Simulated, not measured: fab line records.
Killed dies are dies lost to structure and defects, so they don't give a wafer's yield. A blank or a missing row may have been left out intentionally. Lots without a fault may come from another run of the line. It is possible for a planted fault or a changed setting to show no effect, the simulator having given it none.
fab line records	flow nand-harc
record: lots: 6	wafers: 18	last-day: 33
route steps=1302 shown A_ONON_D2@552 END@1302
lots that met no fault: taken from a fault-free run of the same line
start-h: hours from the record's opening day to when the first of the lot's shown wafers began	wait-h: how many hours have passed since the lot's step before this one	" the same as in the row above	L1.1+2: a row that stands for several wafers	- no value, or no start given	* or withheld: withheld	< > ~ a bound
route shown NAME@n: names a module that has steps shown in the file, with the first one's number in the route	usual: mean/standard deviation of fault-free wafers	same: alike in all rows	chamber/n: place in a boat	sites: the reading at each site	_std_site: their standard deviation	_edge_site: inner sites' mean taken away from outer sites' mean	radius-mm: how far each site lies from the wafer's centre	mask NAME#n: copy n	behind: tool/chamber where the wafer was last shaped	hold: what put the lot on hold/how long, in hours/how the hold closed	device: the transistor (n, p or np) that didn't switch	end of line: tests run on the same wafers once the route is complete	where a step has no rows: the recipe by itself	killed: count of dies lost to structure and defects at first sort (not the wafer's yield)	map: a wafer's dies, marking killed ones x, the rest . and places with no die _
set.NAME: the run value of the setting; set.NAME@STEP: its run value at that earlier step	model.NAME: the simulator's own value behind a step, which no gauge read
lots at some steps of the route; a table a step, a row a wafer
services: the hour from which a tool's chamber was out of use, counted from the record's first day as start-h (under 0 if before that day), plus the number of hours and why
== steps ==
step: NHARC_A_ONON_D2_THK_MEAS_11
recipe: thk-meas-gauge: ellipsometry
usual: thk-nm: 1000/12
lot.wafer	tool	chamber	start-h	wait-h	thk-nm
L606.4	film-metro-02	-	360.63	-	997
L606.5	"	-	"	"	996
L606.6	"	-	"	"	995
L607.3	film-metro-01	-	360.63	-	996
L607.4	"	-	"	"	996
L607.5	"	-	"	"	996
L608.1	film-metro-01	-	385.67	-	1016
L608.4	"	-	"	"	1016
L608.5	"	-	"	"	1018
L617.2	film-metro-01	-	479.11	-	1013
L617.5	"	-	"	"	1015
L617.6	"	-	"	"	1011
L616.1	film-metro-01	-	479.26	-	1015
L616.5	"	-	"	"	1016
L616.6	"	-	"	"	1014
L618.2	film-metro-02	-	485.45	-	1007
L618.4	"	-	"	"	1007
L618.5	"	-	"	"	1009
step: NHARC_A_ONON_D2_DEP_12
recipe: target-thk-a: 10000	n2-flow-sccm: 2750	n2o-flow-sccm: 2000	nh3-flow-sccm: 500	sih4-flow-sccm: 210	temp-c: 400
step: NHARC_A_ONON_D2_THK_MEAS_14
recipe: thk-meas-gauge: ellipsometry
usual: thk-nm: 1000/9.5
lot.wafer	tool	chamber	start-h	wait-h	thk-nm
L606.4	film-metro-01	-	361.20	-	990
L606.5	"	-	"	"	990
L606.6	"	-	"	"	989
L607.3	film-metro-02	-	361.20	-	996
L607.4	"	-	"	"	995
L607.5	"	-	"	"	994
L608.1	film-metro-01	-	386.23	-	1006
L608.4	"	-	"	"	1005
L608.5	"	-	"	"	1007
L617.2	film-metro-01	-	479.67	-	1006
L617.5	"	-	"	"	1004
L617.6	"	-	"	"	1005
L616.1	film-metro-01	-	479.83	-	1009
L616.5	"	-	"	"	1007
L616.6	"	-	"	"	1007
L618.2	film-metro-01	-	486.01	-	985
L618.4	"	-	"	"	984
L618.5	"	-	"	"	984
step: NHARC_A_ONON_D2_ANNEAL_15
recipe: temp-c: 750	time-s: 3600
step: NHARC_A_ONON_D2_DEP_16
recipe: target-thk-a: 10000	n2-flow-sccm: 2750	n2o-flow-sccm: 2000	nh3-flow-sccm: 500	sih4-flow-sccm: 210	temp-c: 400
step: NHARC_A_ONON_D2_THK_MEAS_18
recipe: thk-meas-gauge: ellipsometry
usual: thk-nm: 1001/8.9
lot.wafer	tool	chamber	start-h	wait-h	thk-nm
L606.4	film-metro-02	-	368.56	-	1003
L606.5	"	-	"	"	1005
L606.6	"	-	"	"	1003
L607.3	film-metro-02	-	368.57	-	1005
L607.4	"	-	"	"	1007
L607.5	"	-	"	"	1006
L608.1	film-metro-02	-	393.58	-	990
L608.4	"	-	"	"	990
L608.5	"	-	"	"	991
L616.1	film-metro-02	-	487.42	-	995
L616.5	"	-	"	"	993
L616.6	"	-	"	"	996
L617.2	film-metro-01	-	487.42	-	990
L617.5	"	-	"	"	991
L617.6	"	-	"	"	990
L618.2	film-metro-01	-	494.05	-	995
L618.4	"	-	"	"	997
L618.5	"	-	"	"	998
step: NHARC_A_ONON_D2_DEP_19
recipe: target-thk-a: 10000	n2-flow-sccm: 2750	n2o-flow-sccm: 2000	nh3-flow-sccm: 500	sih4-flow-sccm: 210	temp-c: 400
step: NHARC_A_ONON_D2_THK_MEAS_21
recipe: thk-meas-gauge: ellipsometry
usual: thk-nm: 998/11
lot.wafer	tool	chamber	start-h	wait-h	thk-nm
L606.4	film-metro-02	-	369.12	-	1006
L606.5	"	-	"	"	1006
L606.6	"	-	"	"	1004
L607.3	film-metro-01	-	369.29	-	1000
L607.4	"	-	"	"	1000
L607.5	"	-	"	"	999
L608.1	film-metro-02	-	394.14	-	1001
L608.4	"	-	"	"	1001
L608.5	"	-	"	"	1001
L616.1	film-metro-01	-	487.99	-	997
L616.5	"	-	"	"	997
L616.6	"	-	"	"	995
L617.2	film-metro-02	-	487.99	-	1001
L617.5	"	-	"	"	1001
L617.6	"	-	"	"	1002
L618.2	film-metro-02	-	494.61	-	994
L618.4	"	-	"	"	994
L618.5	"	-	"	"	995
step: NHARC_A_ONON_D2_DEP_22
recipe: target-thk-a: 10000	n2-flow-sccm: 2750	n2o-flow-sccm: 2000	nh3-flow-sccm: 500	sih4-flow-sccm: 210	temp-c: 400
step: NHARC_A_ONON_D2_THK_MEAS_24
recipe: thk-meas-gauge: ellipsometry
usual: thk-nm: 997/10
lot.wafer	tool	chamber	start-h	wait-h	thk-nm
L606.4	film-metro-01	-	369.68	-	989
L606.5	"	-	"	"	990
L606.6	"	-	"	"	990
L607.3	film-metro-01	-	369.99	-	998
L607.4	"	-	"	"	999
L607.5	"	-	"	"	999
L608.1	film-metro-02	-	394.70	-	997
L608.4	"	-	"	"	998
L608.5	"	-	"	"	1000
L616.1	film-metro-02	-	488.56	-	1010
L616.5	"	-	"	"	1010
L616.6	"	-	"	"	1007
L617.2	film-metro-01	-	488.56	-	999
L617.5	"	-	"	"	1000
L617.6	"	-	"	"	999
L618.2	film-metro-01	-	495.17	-	992
L618.4	"	-	"	"	994
L618.5	"	-	"	"	994
step: NHARC_A_ONON_D2_DEP_25
recipe: target-thk-a: 10000	n2-flow-sccm: 2750	n2o-flow-sccm: 2000	nh3-flow-sccm: 500	sih4-flow-sccm: 210	temp-c: 400
step: NHARC_A_ONON_D2_THK_MEAS_27
recipe: thk-meas-gauge: ellipsometry
usual: thk-nm: 997/7.3
lot.wafer	tool	chamber	start-h	wait-h	thk-nm
L606.4	film-metro-02	-	370.24	-	1003
L606.5	"	-	"	"	1001
L606.6	"	-	"	"	1002
L607.3	film-metro-02	-	370.56	-	997
L607.4	"	-	"	"	1000
L607.5	"	-	"	"	1000
L608.1	film-metro-02	-	395.27	-	994
L608.4	"	-	"	"	993
L608.5	"	-	"	"	994
L617.2	film-metro-02	-	489.12	-	1006
L617.5	"	-	"	"	1005
L617.6	"	-	"	"	1006
L616.1	film-metro-01	-	489.12	-	993
L616.5	"	-	"	"	992
L616.6	"	-	"	"	991
L618.2	film-metro-01	-	495.74	-	999
L618.4	"	-	"	"	999
L618.5	"	-	"	"	1000
step: NHARC_A_ONON_D2_DEP_28
recipe: target-thk-a: 10000	n2-flow-sccm: 2750	n2o-flow-sccm: 2000	nh3-flow-sccm: 500	sih4-flow-sccm: 210	temp-c: 400
lot.wafer	tool	chamber	start-h	wait-h
L606.4+5+6	pecvd-onon-01	0	370.47	0.2
L607.3+4+5	pecvd-onon-04	0	370.73	0.2
L608.1+4+5	pecvd-onon-02	0	395.33	0.1
L616.1+5+6	pecvd-onon-01	0	489.17	0.1
L617.2+5+6	pecvd-onon-04	0	489.23	0.1
L618.2+4+5	pecvd-onon-01	0	495.85	0.1
step: NHARC_A_ONON_D2_THK_MEAS_30
recipe: thk-meas-gauge: ellipsometry
usual: thk-nm: 1002/9.9
lot.wafer	tool	chamber	start-h	wait-h	hold	thk-nm
L606.4	film-metro-01	-	370.81	-	-	1007
L606.5	"	-	"	"	-	1009
L606.6	"	-	"	"	-	1010
L607.3	film-metro-01	-	371.13	-	-	1005
L607.4	"	-	"	"	-	1006
L607.5	"	-	"	"	-	1004
L608.1	film-metro-02	-	395.84	-	-	994
L608.4	"	-	"	"	-	994
L608.5	"	-	"	"	-	993
L616.1	film-metro-01	-	489.68	-	await-dispo/0.2h/release	912
L616.5	"	-	"	"	await-dispo/0.2h/release	910
L616.6	"	-	"	"	await-dispo/0.2h/release	911
L616.1	film-metro-01	-	489.85	0.2	-	910
L616.5	"	-	"	"	-	911
L616.6	"	-	"	"	-	913
L617.2	film-metro-02	-	489.69	-	-	1010
L617.5	"	-	"	"	-	1011
L617.6	"	-	"	"	-	1010
L618.2	film-metro-01	-	496.31	-	await-dispo/0.2h/release	903
L618.4	"	-	"	"	await-dispo/0.2h/release	903
L618.5	"	-	"	"	await-dispo/0.2h/release	904
L618.2	film-metro-01	-	496.48	0.2	-	905
L618.4	"	-	"	"	-	903
L618.5	"	-	"	"	-	905
step: NHARC_A_ONON_D2_DEP_33
recipe: target-thk-a: 2000	temp-c: 400	pressure-torr: 6.5	rf-w: 900	teos-flow-sccm: 161.4	flow-sccm: 2650	target-thk-nm: 200	gas: O2	material: SiO2
usual: heater-power-outer-w: 297/56	heater-power-w: 542/73	throttle-valve-pct: 15.7/0.76
lot.wafer	tool	chamber	start-h	wait-h	hold	heater-power-outer-w	heater-power-w	throttle-valve-pct
L606.6	pecvd-02	0	371.00	0.2	-	369	578	15.8
L606.4	"	1	"	"	-	253	506	14.6
L606.5	"	2	"	"	-	217	449	15.2
L607.3	pecvd-01	1	371.18	0.1	-	300	589	16.1
L607.4	"	1	"	"	-	306	580	15.9
L607.5	"	2	"	"	-	302	499	16.5
L608.1	pecvd-02	1	395.99	0.1	-	240	479	14.6
L608.4	"	0	"	"	-	373	583	15.7
L608.5	"	1	"	"	-	248	481	14.4
L617.2	pecvd-04	1	489.79	0.1	-	363	695	15.2
L617.5	"	0	"	"	-	390	603	16.2
L617.6	"	2	"	"	-	285	563	16.4
L616.1	pecvd-02	0	493.29	3.4	await-dispo/3.3h/release	262	453	16.7
L616.6	"	0	"	"	await-dispo/3.3h/release	275	464	16.4
L616.5	"	1	"	"	await-dispo/3.3h/release	287	528	15.0
L618.2	pecvd-02	0	498.92	2.4	await-dispo/2.2h/release	234	433	16.5
L618.4	"	1	"	"	await-dispo/2.2h/release	294	546	14.8
L618.5	"	2	"	"	await-dispo/2.2h/release	265	494	15.3
step: NHARC_END_SORT_01
recipe: temp-c: 25
usual: killed-at-array: 61/23	killed-at-other: 1.3/1.4	killed-at-periphery: 4.0/2.6	killed-dies: 66/22	killed-open: 3.4/1.8	killed-short: 2.3/1.4
same: gross-dies: 677
lot.wafer	tool	chamber	start-h	wait-h	hold	killed-at-array	killed-at-other	killed-at-periphery	killed-dies	killed-open	killed-short
L607.3	prober-02	0	642.22	3.1	-	27	1	11	39	4	1
L607.4	prober-02	0	643.03	3.4	-	26	1	10	37	4	1
L607.5	prober-02	0	643.84	3.7	-	23	0	10	33	3	2
L606.4	prober-01	0	643.01	3.4	-	115	0	2	117	4	3
L606.5	prober-01	0	643.81	3.7	-	101	1	2	104	5	3
L606.6	prober-01	0	644.60	4.0	-	106	3	3	112	2	3
L608.1	prober-02	0	667.63	2.5	-	28	0	1	29	10	5
L608.4	prober-02	0	670.05	3.4	-	27	2	1	30	4	1
L608.5	prober-02	0	670.86	3.7	-	20	1	4	25	4	0
L617.2	prober-01	0	762.73	2.8	-	52	2	3	57	1	2
L617.5	prober-01	0	765.15	3.7	-	41	2	8	51	1	0
L617.6	prober-01	0	765.96	4.0	-	44	2	3	49	5	2
L616.1	prober-02	0	765.01	2.5	await-dispo/1.0h/scrap	668	0	9	677	1	5
L616.5	prober-02	0	768.20	3.7	await-dispo/1.0h/scrap	668	0	9	677	3	4
L616.6	prober-02	0	769.00	4.0	await-dispo/1.0h/scrap	671	0	6	677	1	3
L618.2	prober-02	0	781.44	2.8	await-dispo/4.4h/scrap	668	2	7	677	7	1
L618.4	prober-02	0	783.05	3.4	await-dispo/4.4h/scrap	674	1	2	677	2	1
L618.5	prober-02	0	783.86	3.7	await-dispo/4.4h/scrap	672	2	3	677	4	1
killed by level:class
L607.3 A_CHANNEL_HOLE_D2:chamber-film-flake=15 P_BONDPAD:chamber-film-flake=6 P_M0:chamber-film-flake=3 A_CHANNEL_HOLE_D1:chamber-film-flake=3 P_ZERO_WELL:chamber-film-flake=2 A_CHANNEL_FILL_D2:geometric-particle:open=1 A_CHANNEL_FILL_D2:geometric-particle:short=1 A_SGD_CUT:geometric-particle:open=1
L606.4 A_CHANNEL_HOLE_D2:chamber-film-flake=35 A_CHANNEL_HOLE_D1:chamber-film-flake=34 A_SLIT:chamber-film-flake=33 A_STAIRCASE:chamber-film-flake=4 P_STI:chamber-film-flake=2 A_ONON_D1:geometric-particle:open=1 A_CHANNEL_FILL_D1:geometric-particle:open=1 A_DECK1_JOINT:geometric-particle:open=1
L607.4 A_CHANNEL_HOLE_D2:chamber-film-flake=13 P_BONDPAD:chamber-film-flake=5 A_CONTACT:chamber-film-flake=4 P_M0:chamber-film-flake=3 A_CHANNEL_HOLE_D1:chamber-film-flake=2 A_DECK1_JOINT:chamber-film-flake=2 P_CONTACT:geometric-particle:open=1 A_DECK1_JOINT:geometric-particle:open=1
L606.5 A_CHANNEL_HOLE_D2:chamber-film-flake=33 A_CHANNEL_HOLE_D1:chamber-film-flake=31 A_SLIT:chamber-film-flake=26 A_STAIRCASE:chamber-film-flake=3 A_BLC:geometric-particle:open=2 P_GATE:geometric-particle:short=1 P_M0:geometric-particle:short=1 A_ONON_D1:geometric-particle:short=1
L607.5 A_CHANNEL_HOLE_D2:chamber-film-flake=11 A_CHANNEL_HOLE_D1:chamber-film-flake=7 P_BONDPAD:chamber-film-flake=4 P_M0:chamber-film-flake=3 A_WL_FILL:geometric-particle:open=2 P_ZERO_WELL:chamber-film-flake=2 P_CONTACT:geometric-particle:short=1 A_M0:geometric-particle:short=1
L606.6 A_SLIT:chamber-film-flake=39 A_CHANNEL_HOLE_D1:chamber-film-flake=30 A_CHANNEL_HOLE_D2:chamber-film-flake=30 A_STAIRCASE:chamber-film-flake=2 A_ONON_D1:geometric-particle:short=1 A_DECK1_JOINT:geometric-particle:short=1 A_CONTACT:geometric-particle:open=1 STARTING-WAFER:geometric-particle:open=1
L608.1 A_CONTACT:chamber-film-flake=6 A_CHANNEL_HOLE_D1:chamber-film-flake=5 A_CHANNEL_FILL_D2:geometric-particle:open=3 A_ONON_D1:geometric-particle:open=2 A_CHANNEL_FILL_D2:geometric-particle:short=2 A_DECK1_JOINT:chamber-film-flake=2 P_CONTACT:geometric-particle:open=1 A_ONON_D1:geometric-particle:short=1
L608.4 A_CONTACT:chamber-film-flake=8 A_CHANNEL_HOLE_D1:chamber-film-flake=7 A_STAIRCASE:chamber-film-flake=3 A_CHANNEL_HOLE_D2:chamber-film-flake=2 A_SLIT:chamber-film-flake=2 THIN_TSV:chamber-film-flake=2 P_STI:geometric-particle:open=1 A_ONON_D1:geometric-particle:open=1
L608.5 A_CHANNEL_HOLE_D1:chamber-film-flake=8 A_CONTACT:chamber-film-flake=6 P_ZERO_WELL:chamber-film-flake=2 A_DECK1_JOINT:geometric-particle:open=1 A_SGD_CUT:geometric-particle:open=1 A_BLC:geometric-particle:open=1 A_M0:geometric-particle:open=1 P_GATE:chamber-film-flake=1
L617.2 A_CHANNEL_HOLE_D1:chamber-film-flake=31 A_SLIT:chamber-film-flake=9 A_STAIRCASE:chamber-film-flake=3 P_GATE:chamber-film-flake=2 A_DECK1_JOINT:chamber-film-flake=2 A_CONTACT:chamber-film-flake=2 THIN_TSV:chamber-film-flake=2 A_CHANNEL_HOLE_D1:geometric-particle:short=1
L616.1 A_ONON_D2:area-dep=608 A_SLIT:chamber-film-flake=23 A_CHANNEL_HOLE_D2:chamber-film-flake=18 A_CHANNEL_HOLE_D1:chamber-film-flake=9 P_CONTACT:chamber-film-flake=5 A_CONTACT:chamber-film-flake=3 A_ONON_D2:geometric-particle:short=2 P_STI:chamber-film-flake=2
L617.5 A_CHANNEL_HOLE_D1:chamber-film-flake=30 A_SLIT:chamber-film-flake=4 P_GATE:chamber-film-flake=3 P_ZERO_WELL:chamber-film-flake=2 P_BONDPAD:chamber-film-flake=2 A_DECK1_JOINT:chamber-film-flake=2 A_STAIRCASE:chamber-film-flake=2 THIN_TSV:chamber-film-flake=2
L617.6 A_CHANNEL_HOLE_D1:chamber-film-flake=29 A_CONTACT:chamber-film-flake=3 A_CHANNEL_FILL_D1:geometric-particle:open=2 A_ZERO_WELL:chamber-film-flake=2 A_STAIRCASE:chamber-film-flake=2 A_SLIT:chamber-film-flake=2 P_CONTACT:geometric-particle:open=1 A_DECK1_JOINT:geometric-particle:short=1
L616.5 A_ONON_D2:area-dep=603 A_SLIT:chamber-film-flake=25 A_CHANNEL_HOLE_D2:chamber-film-flake=20 A_CHANNEL_HOLE_D1:chamber-film-flake=9 P_CONTACT:chamber-film-flake=4 P_GATE:chamber-film-flake=2 A_ZERO_WELL:chamber-film-flake=2 A_CONTACT:chamber-film-flake=2
L616.6 A_ONON_D2:area-dep=602 A_SLIT:chamber-film-flake=26 A_CHANNEL_HOLE_D2:chamber-film-flake=25 A_CHANNEL_HOLE_D1:chamber-film-flake=9 P_CONTACT:chamber-film-flake=4 A_CONTACT:chamber-film-flake=3 A_ONON_D2:geometric-particle:short=2 P_CONTACT:geometric-particle:short=1
L618.2 A_ONON_D2:area-dep=604 A_SLIT:chamber-film-flake=38 A_CHANNEL_HOLE_D1:chamber-film-flake=10 A_CONTACT:chamber-film-flake=6 P_GATE:chamber-film-flake=3 A_STAIRCASE:chamber-film-flake=3 P_GATE:geometric-particle:open=2 A_CHANNEL_FILL_D1:chamber-film-flake=2
L618.4 A_ONON_D2:area-dep=615 A_SLIT:chamber-film-flake=27 A_CHANNEL_HOLE_D1:chamber-film-flake=14 A_STAIRCASE:chamber-film-flake=10 A_CONTACT:chamber-film-flake=6 P_M0:geometric-particle:open=1 A_STAIRCASE:geometric-particle:short=1 A_CONTACT:geometric-particle:open=1
L618.5 A_ONON_D2:area-dep=607 A_SLIT:chamber-film-flake=26 A_CHANNEL_HOLE_D1:chamber-film-flake=14 A_STAIRCASE:chamber-film-flake=8 A_CONTACT:chamber-film-flake=7 P_STI:chamber-film-flake=2 A_CHANNEL_FILL_D1:chamber-film-flake=2 A_DECK1_JOINT:chamber-film-flake=2
map L616.1 (x killed, . not)
____________x____________
_________xxxxxxx_________
_______xxxxxxxxxxx_______
______xxxxxxxxxxxxx______
_____xxxxxxxxxxxxxxx_____
____xxxxxxxxxxxxxxxxx____
____xxxxxxxxxxxxxxxxx____
___xxxxxxxxxxxxxxxxxxx___
___xxxxxxxxxxxxxxxxxxx___
__xxxxxxxxxxxxxxxxxxxxx__
__xxxxxxxxxxxxxxxxxxxxx__
_xxxxxxxxxxxxxxxxxxxxxxx_
_xxxxxxxxxxxxxxxxxxxxxxx_
_xxxxxxxxxxxxxxxxxxxxxxx_
_xxxxxxxxxxxxxxxxxxxxxxx_
_xxxxxxxxxxxxxxxxxxxxxxx_
xxxxxxxxxxxxxxxxxxxxxxxxx
xxxxxxxxxxxxxxxxxxxxxxxxx
xxxxxxxxxxxxxxxxxxxxxxxxx
xxxxxxxxxxxxxxxxxxxxxxxxx
xxxxxxxxxxxxxxxxxxxxxxxxx
_xxxxxxxxxxxxxxxxxxxxxxx_
_xxxxxxxxxxxxxxxxxxxxxxx_
_xxxxxxxxxxxxxxxxxxxxxxx_
_xxxxxxxxxxxxxxxxxxxxxxx_
_xxxxxxxxxxxxxxxxxxxxxxx_
__xxxxxxxxxxxxxxxxxxxxx__
__xxxxxxxxxxxxxxxxxxxxx__
___xxxxxxxxxxxxxxxxxxx___
___xxxxxxxxxxxxxxxxxxx___
____xxxxxxxxxxxxxxxxx____
____xxxxxxxxxxxxxxxxx____
_____xxxxxxxxxxxxxxx_____
______xxxxxxxxxxxxx______
_______xxxxxxxxxxx_______
_________xxxxxxx_________
____________x____________
map L618.2 (x killed, . not)
____________x____________
_________xxxxxxx_________
_______xxxxxxxxxxx_______
______xxxxxxxxxxxxx______
_____xxxxxxxxxxxxxxx_____
____xxxxxxxxxxxxxxxxx____
____xxxxxxxxxxxxxxxxx____
___xxxxxxxxxxxxxxxxxxx___
___xxxxxxxxxxxxxxxxxxx___
__xxxxxxxxxxxxxxxxxxxxx__
__xxxxxxxxxxxxxxxxxxxxx__
_xxxxxxxxxxxxxxxxxxxxxxx_
_xxxxxxxxxxxxxxxxxxxxxxx_
_xxxxxxxxxxxxxxxxxxxxxxx_
_xxxxxxxxxxxxxxxxxxxxxxx_
_xxxxxxxxxxxxxxxxxxxxxxx_
xxxxxxxxxxxxxxxxxxxxxxxxx
xxxxxxxxxxxxxxxxxxxxxxxxx
xxxxxxxxxxxxxxxxxxxxxxxxx
xxxxxxxxxxxxxxxxxxxxxxxxx
xxxxxxxxxxxxxxxxxxxxxxxxx
_xxxxxxxxxxxxxxxxxxxxxxx_
_xxxxxxxxxxxxxxxxxxxxxxx_
_xxxxxxxxxxxxxxxxxxxxxxx_
_xxxxxxxxxxxxxxxxxxxxxxx_
_xxxxxxxxxxxxxxxxxxxxxxx_
__xxxxxxxxxxxxxxxxxxxxx__
__xxxxxxxxxxxxxxxxxxxxx__
___xxxxxxxxxxxxxxxxxxx___
___xxxxxxxxxxxxxxxxxxx___
____xxxxxxxxxxxxxxxxx____
____xxxxxxxxxxxxxxxxx____
_____xxxxxxxxxxxxxxx_____
______xxxxxxxxxxxxx______
_______xxxxxxxxxxx_______
_________xxxxxxx_________
____________x____________
== services ==
tool	chamber	start-h	hours	kind
pecvd-04	2	347.90	14.0	repair
pecvd-01	0	360.72	1.7	repair
pecvd-02	-	361.38	0.6	repair
pecvd-onon-02	-	366.19	13.0	pm
pecvd-onon-02	-	405.97	6.5	repair
pecvd-02	-	408.11	13.0	pm
pecvd-02	0	408.11	13.0	vent-cycle
pecvd-02	1	408.11	13.0	vent-cycle
pecvd-02	2	408.11	13.0	vent-cycle
pecvd-02	0	421.11	-	clean
pecvd-02	1	421.11	-	clean
pecvd-02	2	421.11	-	clean
pecvd-04	0	438.19	11.2	repair
pecvd-onon-01	-	450.13	13.0	pm
pecvd-04	-	450.54	13.0	pm
pecvd-04	0	450.54	13.0	vent-cycle
pecvd-04	1	450.54	13.0	vent-cycle
pecvd-04	2	450.54	13.0	vent-cycle
pecvd-01	-	459.89	0.6	repair
pecvd-04	0	463.54	-	clean
pecvd-04	1	463.54	-	clean
pecvd-04	2	463.54	-	clean
pecvd-01	-	492.06	13.0	pm
pecvd-onon-04	-	492.10	13.0	pm
== key ==
first-sign: step: NHARC_A_ONON_D2_THK_MEAS_30	reading: visit	direction: added
effect: step: NHARC_A_ONON_D2_THK_MEAS_30	reading: thk-nm	direction: down	sigmas: 9.6	usual: 1002	struck: 907
effect: step: NHARC_END_SORT_01	reading: killed-dies	direction: up	sigmas: 27	usual: 66	struck: 677
more-kills-born-at: NHARC_A_ONON_D2_DEP_28@pecvd-onon-01: 3639
met-at NHARC_A_ONON_D2_DEP_28
struck-wafers L616.1,L616.5,L616.6,L618.2,L618.4,L618.5
later-rows-left-out L616.1,L616.5,L616.6,L618.2,L618.4,L618.5
tester-left-out L616,L618
onset-between 370.47 489.17
fault: kind: process-parameter-drift	tool: pecvd-onon-01	chamber: -	onset-h: 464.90	steps: NHARC_A_ONON_D2_DEP_28	channel: target-thk-a	offset: *	shape: step	end-h: 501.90	acts-in: *	stated: *
tester-left-out: of these lots the tester's yield and bins aren't shown, on N5 and GAA mostly nor the transistor test; their killed dies are dies lost to structure and defects alone, not to doping, threshold or leakage, so they don't give the yield
later-rows-left-out: the simulator's readings of these wafers behind a module that went badly wrong aren't trusted and aren't shown, but for the sort
